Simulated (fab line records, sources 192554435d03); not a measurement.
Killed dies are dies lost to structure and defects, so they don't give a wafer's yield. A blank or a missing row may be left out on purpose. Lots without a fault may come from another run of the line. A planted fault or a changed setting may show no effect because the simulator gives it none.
Split-lot experiment | flow n5_finfet | 7 lots, 21 wafers read, on a route of 1938 steps

THE SPLIT
At N5_FIN_CUT_COAT_19 (time 60 s, resist thk 20 nm), the setting spin_rpm was moved away from the recipe's 1500 rpm on 6 of the 21 wafers read, by -9.9% to +11.0%. The other wafers ran this setting at the recipe's value.

FROM THE SPLIT TO THE READING: what the file shows between them, 5 steps
- N5_FIN_CUT_COAT_29: time 60 s, resist thk 10 nm
- N5_FIN_CUT_COAT_02: resist thk 30 nm
- N5_FIN_CUT_DESCUM_13: chemistry O2, time 7 s
- N5_FIN_CUT_ETCH_30: etches underlayer in N2/H2, target depth 13 nm, time 10.4 s
- N5_FIN_CUT_ETCH_20: etches SiARC in CF4, target depth 26 nm, time 43.3 s

THE READING
SiARC_of_FIN_CUT_COAT_19.thk_nm (the simulator's own value, which no gauge read), in nm, at N5_FIN_CUT_ETCH_21 (etches SOC in N2/H2, target depth 219 nm, overetch 43.8 nm, time 523.5 s). The file gives no usual value for it. The 15 wafers here that ran the recipe average 11.8 nm, standard deviation 0.26 nm.

wafer  | tool, chamber at the split | spin_rpm as run, rpm | against the recipe | SiARC_of_FIN_CUT_COAT_19.thk_nm, nm | against lot-mates on the recipe
L077.2 | litho_track-05, 0          | 1665                 | +11.0%             | 11                                  | -0.8
L077.3 | litho_track-05, 0          | 1500                 | recipe             | 11.6                                | -
L077.5 | litho_track-05, 0          | 1500                 | recipe             | 12                                  | -
L080.2 | litho_track-02, 0          | 1644                 | +9.6%              | 10.8                                | -1.2
L080.4 | litho_track-02, 0          | 1500                 | recipe             | 12                                  | -
L080.6 | litho_track-02, 0          | 1500                 | recipe             | 12                                  | -
L083.3 | litho_track-02, 0          | 1500                 | recipe             | 12.2                                | -
L083.6 | litho_track-02, 0          | 1500                 | recipe             | 12.2                                | -
L083.5 | litho_track-02, 0          | 1352                 | -9.9%              | 12.8                                | +0.6
L090.1 | litho_track-05, 0          | 1500                 | recipe             | 12                                  | -
L090.6 | litho_track-05, 0          | 1500                 | recipe             | 12                                  | -
L090.3 | litho_track-05, 0          | 1585                 | +5.7%              | 11.2                                | -0.8
L095.1 | litho_track-05, 0          | 1500                 | recipe             | 11.4                                | -
L095.2 | litho_track-05, 0          | 1500                 | recipe             | 11.8                                | -
L095.5 | litho_track-05, 0          | 1500                 | recipe             | 11.6                                | -
L096.2 | litho_track-02, 0          | 1500                 | recipe             | 11.4                                | -
L096.3 | litho_track-02, 0          | 1500                 | recipe             | 11.6                                | -
L096.6 | litho_track-02, 0          | 1500                 | recipe             | 11.6                                | -
L097.1 | litho_track-02, 0          | 1599                 | +6.6%              | 11                                  | -1.0
L097.2 | litho_track-02, 0          | 1599                 | +6.6%              | 11.6                                | -0.4
L097.3 | litho_track-02, 0          | 1500                 | recipe             | 12                                  | -

THE FIT
A straight line over all 21 wafers: SiARC_of_FIN_CUT_COAT_19.thk_nm changes by -0.0914 nm for each +1% of spin_rpm; r = -0.85; the points scatter about the line by 0.26 nm.
The same after taking each lot's own level away (the mean of its wafers on the recipe; 21 wafers): -0.09 nm for each +1%; r = -0.91; scatter 0.19 nm.
On that fit, the largest move of spin_rpm shifts the reading by 0.99 nm.
The lots' own levels span 11.53 to 12.20 nm, that is 2.5 times the standard deviation above.
So the lot-to-lot level changes the slope little: the two slopes agree.
Check: with one of the wafers moved furthest among these (+11.0%) left out of the fit, the line predicts -1.13 nm for it against its lot-mates. It came out at -0.8 nm against them.

OTHER SPLITS ON THESE WAFERS
These wafers also went through other splits before the reading. Each is held against what the fit with the lots' levels taken away leaves over:
other split on the same wafers        | wafers away from the commonest value | r with SiARC_of_FIN_CUT_COAT_19.thk_nm (lot level and that fit taken away)
N5_WELL_APT_COAT_02 spin_rpm          | 8                                    | +0.10
N5_WELL_APT_PEB_23 peb_time_s         | 7                                    | +0.33
N5_WELL_APT_DEVELOP_24 develop_time_s | 8                                    | -0.09
N5_FIN_SAQP_FIN_ETCH_36 icp_w         | 8                                    | -0.11

THE WHOLE CHAIN: every reading that the file lists as answering this split, in the file's order
step               | what it does                                                             | reading                                                                          | change (the file's fit)                | r (the file's)
N5_FIN_CUT_COAT_19 | time 60 s, resist thk 20 nm                                              | SiARC_of_FIN_CUT_COAT_19.thk_nm (the simulator's own value, which no gauge read) | -0.098 nm for each +1% of the setting  | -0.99
N5_FIN_CUT_ETCH_20 | etches SiARC in CF4, target depth 26 nm, time 43.3 s                     | etch.depth_nm (the simulator's own value, which no gauge read)                   | -0.0967 nm for each +1% of the setting | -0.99
N5_FIN_CUT_ETCH_21 | etches SOC in N2/H2, target depth 219 nm, overetch 43.8 nm, time 523.5 s | SiARC_of_FIN_CUT_COAT_19.thk_nm (the simulator's own value, which no gauge read) | -0.0916 nm for each +1% of the setting | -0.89

THE FILE'S OWN FIT
SiARC_of_FIN_CUT_COAT_19.thk_nm changes by -0.0916 nm for each +1% of spin_rpm, r = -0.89.
